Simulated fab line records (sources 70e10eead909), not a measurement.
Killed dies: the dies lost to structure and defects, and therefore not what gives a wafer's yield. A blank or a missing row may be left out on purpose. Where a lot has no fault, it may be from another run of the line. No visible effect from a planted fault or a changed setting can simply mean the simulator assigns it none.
fab line records :: flow nand-harc
record
  lots=14
  wafers=42
  last-day=33
route steps=1302 shown P_CONTACT@244 P_M0@272
lots untouched by any fault: they come from a run of this same line in which no faults occurred
start-h: the number of hours between the record's first day and the start of the first shown wafer of the lot :: wait-h: hours from the lot's prior step to this one :: " unchanged from the row above :: L1.1+2: a single row standing in for several wafers :: - no value, or no start given :: * or withheld: withheld :: < > ~ a bound
route shown NAME@n: NAME is a module with steps in the file, n the number in the route of the first one :: usual: average and standard deviation across the fault-free wafers :: same: alike in all rows :: chamber/n: place in a boat :: sites: readings site by site :: _std_site: their standard deviation :: _edge_site: mean of outer sites minus mean of inner sites :: radius-mm: for every site, how far away it sits from the centre of the wafer :: mask NAME#n: copy n :: behind: the most recent tool/chamber to have shaped the wafer :: hold: cause of the lot's hold/its duration in hours/its outcome :: device: which transistor (n, p or np) failed to switch :: end of line: the tests these same wafers got at the end of their route :: where a step has no rows: the recipe by itself :: killed: count of dies lost to structure and defects at first sort (not the wafer's yield) :: map: a wafer's dies, x killed, . not, _ none there
set.NAME: the setting that was run; set.NAME@STEP: the one run at that earlier step :: model.NAME: the simulator's own value behind a step, which no gauge read
route steps across a sampled set of lots; one table per step, one row per wafer
services: from which hour (start-h, from the record's first day; less than 0 if before it) a tool's chamber was out of use, for how many hours, and why
## steps
# step NHARC_P_CONTACT_DEGAS_38
# recipe
  temp-c=300
  time-s=60
# usual
  heater-power-w=471/40
lot.wafer: L503.4
tool: pvd-sputter-03
chamber: -
start-h: 122.77
wait-h: -
heater-power-w: 531

lot.wafer: L503.1
tool: pvd-sputter-03
chamber: -
start-h: 122.77
wait-h: -
heater-power-w: 448

lot.wafer: L503.5
tool: pvd-sputter-03
chamber: -
start-h: 122.77
wait-h: -
heater-power-w: 445

lot.wafer: L504.4
tool: pvd-sputter-03
chamber: -
start-h: 135.09
wait-h: -
heater-power-w: 516

lot.wafer: L504.1
tool: pvd-sputter-03
chamber: -
start-h: 135.09
wait-h: -
heater-power-w: 471

lot.wafer: L504.5
tool: pvd-sputter-03
chamber: -
start-h: 135.09
wait-h: -
heater-power-w: 496

lot.wafer: L511.2
tool: pvd-sputter-03
chamber: -
start-h: 200.57
wait-h: -
heater-power-w: 446

lot.wafer: L511.6
tool: pvd-sputter-03
chamber: -
start-h: 200.57
wait-h: -
heater-power-w: 450

lot.wafer: L511.5
tool: pvd-sputter-03
chamber: -
start-h: 200.57
wait-h: -
heater-power-w: 461

lot.wafer: L513.1
tool: pvd-sputter-02
chamber: -
start-h: 212.98
wait-h: -
heater-power-w: 455

lot.wafer: L513.2
tool: pvd-sputter-02
chamber: -
start-h: 212.98
wait-h: -
heater-power-w: 381

lot.wafer: L513.6
tool: pvd-sputter-02
chamber: -
start-h: 212.98
wait-h: -
heater-power-w: 517

lot.wafer: L517.3
tool: pvd-sputter-03
chamber: -
start-h: 265.55
wait-h: -
heater-power-w: 501

lot.wafer: L517.2
tool: pvd-sputter-03
chamber: -
start-h: 265.55
wait-h: -
heater-power-w: 449

lot.wafer: L517.5
tool: pvd-sputter-03
chamber: -
start-h: 265.55
wait-h: -
heater-power-w: 452

lot.wafer: L518.3
tool: pvd-sputter-01
chamber: -
start-h: 275.37
wait-h: -
heater-power-w: 429

lot.wafer: L518.4
tool: pvd-sputter-01
chamber: -
start-h: 275.37
wait-h: -
heater-power-w: 464

lot.wafer: L518.2
tool: pvd-sputter-01
chamber: -
start-h: 275.37
wait-h: -
heater-power-w: 460

lot.wafer: L519.3
tool: pvd-sputter-01
chamber: -
start-h: 288.91
wait-h: -
heater-power-w: 448

lot.wafer: L519.2
tool: pvd-sputter-01
chamber: -
start-h: 288.91
wait-h: -
heater-power-w: 554

lot.wafer: L519.6
tool: pvd-sputter-01
chamber: -
start-h: 288.91
wait-h: -
heater-power-w: 455

lot.wafer: L520.3
tool: pvd-sputter-01
chamber: -
start-h: 289.41
wait-h: -
heater-power-w: 555

lot.wafer: L520.2
tool: pvd-sputter-01
chamber: -
start-h: 289.41
wait-h: -
heater-power-w: 458

lot.wafer: L520.6
tool: pvd-sputter-01
chamber: -
start-h: 289.41
wait-h: -
heater-power-w: 464

lot.wafer: L521.3
tool: pvd-sputter-03
chamber: -
start-h: 296.62
wait-h: -
heater-power-w: 508

lot.wafer: L521.5
tool: pvd-sputter-03
chamber: -
start-h: 296.62
wait-h: -
heater-power-w: 484

lot.wafer: L521.6
tool: pvd-sputter-03
chamber: -
start-h: 296.62
wait-h: -
heater-power-w: 501

lot.wafer: L522.1
tool: pvd-sputter-01
chamber: -
start-h: 304.20
wait-h: -
heater-power-w: 463

lot.wafer: L522.4
tool: pvd-sputter-01
chamber: -
start-h: 304.20
wait-h: -
heater-power-w: 453

lot.wafer: L522.5
tool: pvd-sputter-01
chamber: -
start-h: 304.20
wait-h: -
heater-power-w: 452

lot.wafer: L523.4
tool: pvd-sputter-03
chamber: -
start-h: 318.50
wait-h: -
heater-power-w: 509

lot.wafer: L523.5
tool: pvd-sputter-03
chamber: -
start-h: 318.50
wait-h: -
heater-power-w: 480

lot.wafer: L523.6
tool: pvd-sputter-03
chamber: -
start-h: 318.50
wait-h: -
heater-power-w: 487

lot.wafer: L524.2
tool: pvd-sputter-02
chamber: -
start-h: 328.23
wait-h: -
heater-power-w: 410

lot.wafer: L524.3
tool: pvd-sputter-02
chamber: -
start-h: 328.23
wait-h: -
heater-power-w: 442

lot.wafer: L524.1
tool: pvd-sputter-02
chamber: -
start-h: 328.23
wait-h: -
heater-power-w: 503

lot.wafer: L525.2
tool: pvd-sputter-02
chamber: -
start-h: 340.63
wait-h: -
heater-power-w: 430

lot.wafer: L525.1
tool: pvd-sputter-02
chamber: -
start-h: 340.63
wait-h: -
heater-power-w: 403

lot.wafer: L525.6
tool: pvd-sputter-02
chamber: -
start-h: 340.63
wait-h: -
heater-power-w: 426

lot.wafer: L526.1
tool: pvd-sputter-03
chamber: -
start-h: 353.75
wait-h: -
heater-power-w: 523

lot.wafer: L526.3
tool: pvd-sputter-03
chamber: -
start-h: 353.75
wait-h: -
heater-power-w: 457

lot.wafer: L526.5
tool: pvd-sputter-03
chamber: -
start-h: 353.75
wait-h: -
heater-power-w: 500
# step NHARC_P_M0_DEGAS_28
# recipe
  temp-c=250
  time-s=60
# usual
  heater-power-w=336/29
lot.wafer: L503.1
tool: pvd-sputter-02
chamber: -
start-h: 126.41
wait-h: -
heater-power-w: 280

lot.wafer: L503.4
tool: pvd-sputter-02
chamber: -
start-h: 126.41
wait-h: -
heater-power-w: 326

lot.wafer: L503.5
tool: pvd-sputter-02
chamber: -
start-h: 126.41
wait-h: -
heater-power-w: 283

lot.wafer: L504.4
tool: pvd-sputter-01
chamber: -
start-h: 138.56
wait-h: -
heater-power-w: 336

lot.wafer: L504.1
tool: pvd-sputter-01
chamber: -
start-h: 138.56
wait-h: -
heater-power-w: 338

lot.wafer: L504.5
tool: pvd-sputter-01
chamber: -
start-h: 138.56
wait-h: -
heater-power-w: 326

lot.wafer: L511.2
tool: pvd-sputter-03
chamber: -
start-h: 203.95
wait-h: -
heater-power-w: 349

lot.wafer: L511.5
tool: pvd-sputter-03
chamber: -
start-h: 203.95
wait-h: -
heater-power-w: 339

lot.wafer: L511.6
tool: pvd-sputter-03
chamber: -
start-h: 203.95
wait-h: -
heater-power-w: 383

lot.wafer: L513.2
tool: pvd-sputter-02
chamber: -
start-h: 216.51
wait-h: -
heater-power-w: 373

lot.wafer: L513.1
tool: pvd-sputter-02
chamber: -
start-h: 216.51
wait-h: -
heater-power-w: 285

lot.wafer: L513.6
tool: pvd-sputter-02
chamber: -
start-h: 216.51
wait-h: -
heater-power-w: 331

lot.wafer: L517.2
tool: pvd-sputter-01
chamber: -
start-h: 269.09
wait-h: -
heater-power-w: 333

lot.wafer: L517.3
tool: pvd-sputter-01
chamber: -
start-h: 269.09
wait-h: -
heater-power-w: 316

lot.wafer: L517.5
tool: pvd-sputter-01
chamber: -
start-h: 269.09
wait-h: -
heater-power-w: 318

lot.wafer: L518.2
tool: pvd-sputter-01
chamber: -
start-h: 278.98
wait-h: -
heater-power-w: 329

lot.wafer: L518.3
tool: pvd-sputter-01
chamber: -
start-h: 278.98
wait-h: -
heater-power-w: 328

lot.wafer: L518.4
tool: pvd-sputter-01
chamber: -
start-h: 278.98
wait-h: -
heater-power-w: 396

lot.wafer: L519.3
tool: pvd-sputter-03
chamber: -
start-h: 292.52
wait-h: -
heater-power-w: 372

lot.wafer: L519.2
tool: pvd-sputter-03
chamber: -
start-h: 292.52
wait-h: -
heater-power-w: 339

lot.wafer: L519.6
tool: pvd-sputter-03
chamber: -
start-h: 292.52
wait-h: -
heater-power-w: 309

lot.wafer: L520.3
tool: pvd-sputter-03
chamber: -
start-h: 293.27
wait-h: -
heater-power-w: 342

lot.wafer: L520.2
tool: pvd-sputter-03
chamber: -
start-h: 293.27
wait-h: -
heater-power-w: 349

lot.wafer: L520.6
tool: pvd-sputter-03
chamber: -
start-h: 293.27
wait-h: -
heater-power-w: 340

lot.wafer: L521.3
tool: pvd-sputter-01
chamber: -
start-h: 300.15
wait-h: -
heater-power-w: 385

lot.wafer: L521.5
tool: pvd-sputter-01
chamber: -
start-h: 300.15
wait-h: -
heater-power-w: 386

lot.wafer: L521.6
tool: pvd-sputter-01
chamber: -
start-h: 300.15
wait-h: -
heater-power-w: 322

lot.wafer: L522.4
tool: pvd-sputter-02
chamber: -
start-h: 307.74
wait-h: -
heater-power-w: 367

lot.wafer: L522.1
tool: pvd-sputter-02
chamber: -
start-h: 307.74
wait-h: -
heater-power-w: 325

lot.wafer: L522.5
tool: pvd-sputter-02
chamber: -
start-h: 307.74
wait-h: -
heater-power-w: 319

lot.wafer: L523.4
tool: pvd-sputter-01
chamber: -
start-h: 321.92
wait-h: -
heater-power-w: 328

lot.wafer: L523.5
tool: pvd-sputter-01
chamber: -
start-h: 321.92
wait-h: -
heater-power-w: 321

lot.wafer: L523.6
tool: pvd-sputter-01
chamber: -
start-h: 321.92
wait-h: -
heater-power-w: 393

lot.wafer: L524.2
tool: pvd-sputter-02
chamber: -
start-h: 331.77
wait-h: -
heater-power-w: 314

lot.wafer: L524.1
tool: pvd-sputter-02
chamber: -
start-h: 331.77
wait-h: -
heater-power-w: 282

lot.wafer: L524.3
tool: pvd-sputter-02
chamber: -
start-h: 331.77
wait-h: -
heater-power-w: 325

lot.wafer: L525.2
tool: pvd-sputter-02
chamber: -
start-h: 344.00
wait-h: -
heater-power-w: 286

lot.wafer: L525.1
tool: pvd-sputter-02
chamber: -
start-h: 344.00
wait-h: -
heater-power-w: 336

lot.wafer: L525.6
tool: pvd-sputter-02
chamber: -
start-h: 344.00
wait-h: -
heater-power-w: 286

lot.wafer: L526.3
tool: pvd-sputter-01
chamber: -
start-h: 357.18
wait-h: -
heater-power-w: 394

lot.wafer: L526.1
tool: pvd-sputter-01
chamber: -
start-h: 357.18
wait-h: -
heater-power-w: 315

lot.wafer: L526.5
tool: pvd-sputter-01
chamber: -
start-h: 357.18
wait-h: -
heater-power-w: 326
# step NHARC_P_M0_THK_MEAS_24
# recipe
  thk-meas-gauge=xrf
# usual
  thk-nm=117.2/1.3
lot.wafer: L503.1
tool: film-metro-02
chamber: -
start-h: 127.81
wait-h: -
thk-nm: 118.5

lot.wafer: L503.4
tool: film-metro-02
chamber: -
start-h: 127.81
wait-h: -
thk-nm: 116.4

lot.wafer: L503.5
tool: film-metro-02
chamber: -
start-h: 127.81
wait-h: -
thk-nm: 116.6

lot.wafer: L504.1
tool: film-metro-01
chamber: -
start-h: 139.96
wait-h: -
thk-nm: 117.6

lot.wafer: L504.4
tool: film-metro-01
chamber: -
start-h: 139.96
wait-h: -
thk-nm: 116.6

lot.wafer: L504.5
tool: film-metro-01
chamber: -
start-h: 139.96
wait-h: -
thk-nm: 115.8

lot.wafer: L511.2
tool: film-metro-01
chamber: -
start-h: 205.36
wait-h: -
thk-nm: 116.0

lot.wafer: L511.5
tool: film-metro-01
chamber: -
start-h: 205.36
wait-h: -
thk-nm: 117.8

lot.wafer: L511.6
tool: film-metro-01
chamber: -
start-h: 205.36
wait-h: -
thk-nm: 116.6

lot.wafer: L513.1
tool: film-metro-01
chamber: -
start-h: 217.88
wait-h: -
thk-nm: 117.8

lot.wafer: L513.2
tool: film-metro-01
chamber: -
start-h: 217.88
wait-h: -
thk-nm: 116.7

lot.wafer: L513.6
tool: film-metro-01
chamber: -
start-h: 217.88
wait-h: -
thk-nm: 120.1

lot.wafer: L517.2
tool: film-metro-01
chamber: -
start-h: 270.48
wait-h: -
thk-nm: 117.0

lot.wafer: L517.3
tool: film-metro-01
chamber: -
start-h: 270.48
wait-h: -
thk-nm: 118.3

lot.wafer: L517.5
tool: film-metro-01
chamber: -
start-h: 270.48
wait-h: -
thk-nm: 116.9

lot.wafer: L518.2
tool: film-metro-02
chamber: -
start-h: 280.38
wait-h: -
thk-nm: 116.1

lot.wafer: L518.3
tool: film-metro-02
chamber: -
start-h: 280.38
wait-h: -
thk-nm: 116.8

lot.wafer: L518.4
tool: film-metro-02
chamber: -
start-h: 280.38
wait-h: -
thk-nm: 116.3

lot.wafer: L519.2
tool: film-metro-02
chamber: -
start-h: 293.98
wait-h: -
thk-nm: 119.4

lot.wafer: L519.3
tool: film-metro-02
chamber: -
start-h: 293.98
wait-h: -
thk-nm: 115.7

lot.wafer: L519.6
tool: film-metro-02
chamber: -
start-h: 293.98
wait-h: -
thk-nm: 117.9

lot.wafer: L520.2
tool: film-metro-02
chamber: -
start-h: 294.68
wait-h: -
thk-nm: 116.3

lot.wafer: L520.3
tool: film-metro-02
chamber: -
start-h: 294.68
wait-h: -
thk-nm: 116.7

lot.wafer: L520.6
tool: film-metro-02
chamber: -
start-h: 294.68
wait-h: -
thk-nm: 118.3

lot.wafer: L521.3
tool: film-metro-01
chamber: -
start-h: 301.55
wait-h: -
thk-nm: 119.0

lot.wafer: L521.5
tool: film-metro-01
chamber: -
start-h: 301.55
wait-h: -
thk-nm: 118.1

lot.wafer: L521.6
tool: film-metro-01
chamber: -
start-h: 301.55
wait-h: -
thk-nm: 116.3

lot.wafer: L522.1
tool: film-metro-01
chamber: -
start-h: 309.13
wait-h: -
thk-nm: 116.4

lot.wafer: L522.4
tool: film-metro-01
chamber: -
start-h: 309.13
wait-h: -
thk-nm: 117.7

lot.wafer: L522.5
tool: film-metro-01
chamber: -
start-h: 309.13
wait-h: -
thk-nm: 118.2

lot.wafer: L523.4
tool: film-metro-02
chamber: -
start-h: 323.29
wait-h: -
thk-nm: 118.2

lot.wafer: L523.5
tool: film-metro-02
chamber: -
start-h: 323.29
wait-h: -
thk-nm: 115.9

lot.wafer: L523.6
tool: film-metro-02
chamber: -
start-h: 323.29
wait-h: -
thk-nm: 120.2

lot.wafer: L524.1
tool: film-metro-02
chamber: -
start-h: 333.25
wait-h: -
thk-nm: 116.5

lot.wafer: L524.2
tool: film-metro-02
chamber: -
start-h: 333.25
wait-h: -
thk-nm: 116.9

lot.wafer: L524.3
tool: film-metro-02
chamber: -
start-h: 333.25
wait-h: -
thk-nm: 115.7

lot.wafer: L525.1
tool: film-metro-01
chamber: -
start-h: 345.41
wait-h: -
thk-nm: 118.4

lot.wafer: L525.2
tool: film-metro-01
chamber: -
start-h: 345.41
wait-h: -
thk-nm: 117.3

lot.wafer: L525.6
tool: film-metro-01
chamber: -
start-h: 345.41
wait-h: -
thk-nm: 116.1

lot.wafer: L526.1
tool: film-metro-01
chamber: -
start-h: 358.57
wait-h: -
thk-nm: 115.6

lot.wafer: L526.3
tool: film-metro-01
chamber: -
start-h: 358.57
wait-h: -
thk-nm: 116.7

lot.wafer: L526.5
tool: film-metro-01
chamber: -
start-h: 358.57
wait-h: -
thk-nm: 116.3
# step NHARC_P_M0_DEP_32
# recipe
  target-thk-a=300
  temp-c=370
  target-thk-nm=30
  pressure-torr=3
  flow-sccm=200
  rf-w=450
  material=SiCN
# usual
  heater-power-w=619/52
  rf-fwd-power-W=449.1/1.3
lot.wafer: L503.1
tool: pecvd-04
chamber: 2
start-h: 128.16
wait-h: 0.1
heater-power-w: 606
rf-fwd-power-W: 448.7

lot.wafer: L503.5
tool: pecvd-04
chamber: 1
start-h: 128.16
wait-h: 0.1
heater-power-w: 611
rf-fwd-power-W: 447.9

lot.wafer: L503.4
tool: pecvd-04
chamber: 2
start-h: 128.16
wait-h: 0.1
heater-power-w: 594
rf-fwd-power-W: 450.0

lot.wafer: L504.1
tool: pecvd-02
chamber: 2
start-h: 140.35
wait-h: 0.1
heater-power-w: 634
rf-fwd-power-W: 451.1

lot.wafer: L504.4
tool: pecvd-02
chamber: 1
start-h: 140.35
wait-h: 0.1
heater-power-w: 703
rf-fwd-power-W: 447.7

lot.wafer: L504.5
tool: pecvd-02
chamber: 2
start-h: 140.35
wait-h: 0.1
heater-power-w: 647
rf-fwd-power-W: 452.0

lot.wafer: L511.2
tool: pecvd-04
chamber: 0
start-h: 205.75
wait-h: 0.1
heater-power-w: 579
rf-fwd-power-W: 519.4

lot.wafer: L511.6
tool: pecvd-04
chamber: 1
start-h: 205.75
wait-h: 0.1
heater-power-w: 555
rf-fwd-power-W: 520.2

lot.wafer: L511.5
tool: pecvd-04
chamber: 2
start-h: 205.75
wait-h: 0.1
heater-power-w: 562
rf-fwd-power-W: 521.4

lot.wafer: L513.2
tool: pecvd-04
chamber: 1
start-h: 218.18
wait-h: 0.1
heater-power-w: 574
rf-fwd-power-W: 522.4

lot.wafer: L513.1
tool: pecvd-04
chamber: 0
start-h: 218.18
wait-h: 0.1
heater-power-w: 552
rf-fwd-power-W: 523.0

lot.wafer: L513.6
tool: pecvd-04
chamber: 2
start-h: 218.18
wait-h: 0.1
heater-power-w: 607
rf-fwd-power-W: 520.0

lot.wafer: L517.3
tool: pecvd-01
chamber: 0
start-h: 270.82
wait-h: 0.1
heater-power-w: 639
rf-fwd-power-W: 448.4

lot.wafer: L517.2
tool: pecvd-01
chamber: 1
start-h: 270.82
wait-h: 0.1
heater-power-w: 696
rf-fwd-power-W: 448.9

lot.wafer: L517.5
tool: pecvd-01
chamber: 2
start-h: 270.82
wait-h: 0.1
heater-power-w: 697
rf-fwd-power-W: 447.6

lot.wafer: L518.3
tool: pecvd-02
chamber: 1
start-h: 281.36
wait-h: 0.1
heater-power-w: 704
rf-fwd-power-W: 449.0

lot.wafer: L518.2
tool: pecvd-02
chamber: 2
start-h: 281.36
wait-h: 0.1
heater-power-w: 708
rf-fwd-power-W: 448.8

lot.wafer: L518.4
tool: pecvd-02
chamber: 0
start-h: 281.36
wait-h: 0.1
heater-power-w: 622
rf-fwd-power-W: 448.3

lot.wafer: L519.2
tool: pecvd-01
chamber: 0
start-h: 294.28
wait-h: 0.1
heater-power-w: 568
rf-fwd-power-W: 448.5

lot.wafer: L519.3
tool: pecvd-01
chamber: 2
start-h: 294.28
wait-h: 0.1
heater-power-w: 705
rf-fwd-power-W: 450.3

lot.wafer: L519.6
tool: pecvd-01
chamber: 1
start-h: 294.28
wait-h: 0.1
heater-power-w: 579
rf-fwd-power-W: 447.9

lot.wafer: L520.3
tool: pecvd-01
chamber: 2
start-h: 295.02
wait-h: 0.1
heater-power-w: 624
rf-fwd-power-W: 448.1

lot.wafer: L520.2
tool: pecvd-01
chamber: 0
start-h: 295.02
wait-h: 0.1
heater-power-w: 649
rf-fwd-power-W: 450.8

lot.wafer: L520.6
tool: pecvd-01
chamber: 2
start-h: 295.02
wait-h: 0.1
heater-power-w: 630
rf-fwd-power-W: 447.7

lot.wafer: L521.3
tool: pecvd-04
chamber: 1
start-h: 301.93
wait-h: 0.1
heater-power-w: 660
rf-fwd-power-W: 449.1

lot.wafer: L521.6
tool: pecvd-04
chamber: 0
start-h: 301.93
wait-h: 0.1
heater-power-w: 585
rf-fwd-power-W: 448.4

lot.wafer: L521.5
tool: pecvd-04
chamber: 1
start-h: 301.93
wait-h: 0.1
heater-power-w: 651
rf-fwd-power-W: 446.9

lot.wafer: L522.1
tool: pecvd-01
chamber: 2
start-h: 309.52
wait-h: 0.1
heater-power-w: 691
rf-fwd-power-W: 450.0

lot.wafer: L522.5
tool: pecvd-01
chamber: 0
start-h: 309.52
wait-h: 0.1
heater-power-w: 644
rf-fwd-power-W: 451.8

lot.wafer: L522.4
tool: pecvd-01
chamber: 2
start-h: 309.52
wait-h: 0.1
heater-power-w: 678
rf-fwd-power-W: 449.9

lot.wafer: L523.5
tool: pecvd-04
chamber: 0
start-h: 323.72
wait-h: 0.2
heater-power-w: 597
rf-fwd-power-W: 450.0

lot.wafer: L523.4
tool: pecvd-04
chamber: 1
start-h: 323.72
wait-h: 0.2
heater-power-w: 608
rf-fwd-power-W: 451.2

lot.wafer: L523.6
tool: pecvd-04
chamber: 2
start-h: 323.72
wait-h: 0.2
heater-power-w: 594
rf-fwd-power-W: 449.5

lot.wafer: L524.3
tool: pecvd-02
chamber: 1
start-h: 333.55
wait-h: 0.1
heater-power-w: 618
rf-fwd-power-W: 449.6

lot.wafer: L524.2
tool: pecvd-02
chamber: 2
start-h: 333.55
wait-h: 0.1
heater-power-w: 662
rf-fwd-power-W: 447.6

lot.wafer: L524.1
tool: pecvd-02
chamber: 0
start-h: 333.55
wait-h: 0.1
heater-power-w: 586
rf-fwd-power-W: 449.1

lot.wafer: L525.2
tool: pecvd-01
chamber: 1
start-h: 345.74
wait-h: 0.1
heater-power-w: 682
rf-fwd-power-W: 449.4

lot.wafer: L525.1
tool: pecvd-01
chamber: 0
start-h: 345.74
wait-h: 0.1
heater-power-w: 649
rf-fwd-power-W: 450.7

lot.wafer: L525.6
tool: pecvd-01
chamber: 2
start-h: 345.74
wait-h: 0.1
heater-power-w: 623
rf-fwd-power-W: 447.1

lot.wafer: L526.1
tool: pecvd-01
chamber: 1
start-h: 358.90
wait-h: 0.1
heater-power-w: 741
rf-fwd-power-W: 451.1

lot.wafer: L526.3
tool: pecvd-01
chamber: 2
start-h: 358.90
wait-h: 0.1
heater-power-w: 698
rf-fwd-power-W: 449.5

lot.wafer: L526.5
tool: pecvd-01
chamber: 1
start-h: 358.90
wait-h: 0.1
heater-power-w: 714
rf-fwd-power-W: 448.1
## services
tool: pvd-sputter-02
chamber: -
start-h: 104.80
hours: 10.0
kind: pm

tool: pecvd-01
chamber: 2
start-h: 121.81
hours: 6.7
kind: repair

tool: pecvd-01
chamber: -
start-h: 130.00
hours: 13.0
kind: pm

tool: pecvd-01
chamber: 0
start-h: 130.00
hours: 13.0
kind: vent-cycle

tool: pecvd-01
chamber: 1
start-h: 130.00
hours: 13.0
kind: vent-cycle

tool: pecvd-01
chamber: 2
start-h: 130.00
hours: 13.0
kind: vent-cycle

tool: pecvd-01
chamber: 0
start-h: 143.00
hours: -
kind: clean

tool: pecvd-01
chamber: 1
start-h: 143.00
hours: -
kind: clean

tool: pecvd-01
chamber: 2
start-h: 143.00
hours: -
kind: clean

tool: pecvd-01
chamber: 2
start-h: 146.83
hours: 11.0
kind: repair

tool: pvd-sputter-03
chamber: -
start-h: 169.21
hours: 6.8
kind: repair

tool: pvd-sputter-03
chamber: -
start-h: 176.05
hours: 10.0
kind: pm

tool: pecvd-04
chamber: -
start-h: 177.19
hours: 2.2
kind: repair

tool: pvd-sputter-01
chamber: -
start-h: 227.23
hours: 10.0
kind: pm

tool: pecvd-02
chamber: -
start-h: 227.73
hours: 13.0
kind: pm

tool: pecvd-01
chamber: 0
start-h: 244.33
hours: 8.0
kind: repair

tool: pecvd-02
chamber: -
start-h: 260.28
hours: 3.9
kind: repair

tool: pecvd-04
chamber: 1
start-h: 267.62
hours: 12.7
kind: repair

tool: pecvd-04
chamber: -
start-h: 269.00
hours: 13.0
kind: pm

tool: pvd-sputter-02
chamber: -
start-h: 282.80
hours: 10.0
kind: pm

tool: pecvd-01
chamber: -
start-h: 311.00
hours: 13.0
kind: pm

tool: pvd-sputter-03
chamber: -
start-h: 313.90
hours: 0.7
kind: repair

tool: pecvd-01
chamber: -
start-h: 330.75
hours: 0.5
kind: repair

tool: pvd-sputter-03
chamber: -
start-h: 354.05
hours: 10.0
kind: pm
## key
first-sign
  step=NHARC_P_M0_DEP_32
  reading=rf-fwd-power-W
  direction=up
  sigmas=57
  usual=*
  struck=*
effect none on later readings
met-at NHARC_P_M0_DEP_32
struck-lots L511,L513
not-acting-at NHARC_P_CONTACT_DEGAS_38,NHARC_P_M0_DEGAS_28,NHARC_P_M0_THK_MEAS_24
onset-between 128.16 205.75
fault
  kind=process-parameter-drift
  tool=pecvd-04
  chamber=-
  onset-h=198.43
  steps=NHARC_P_M0_DEP_32
  channel=rf-w
  offset=*
  shape=step
  end-h=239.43
  acts-in=*
  stated=*
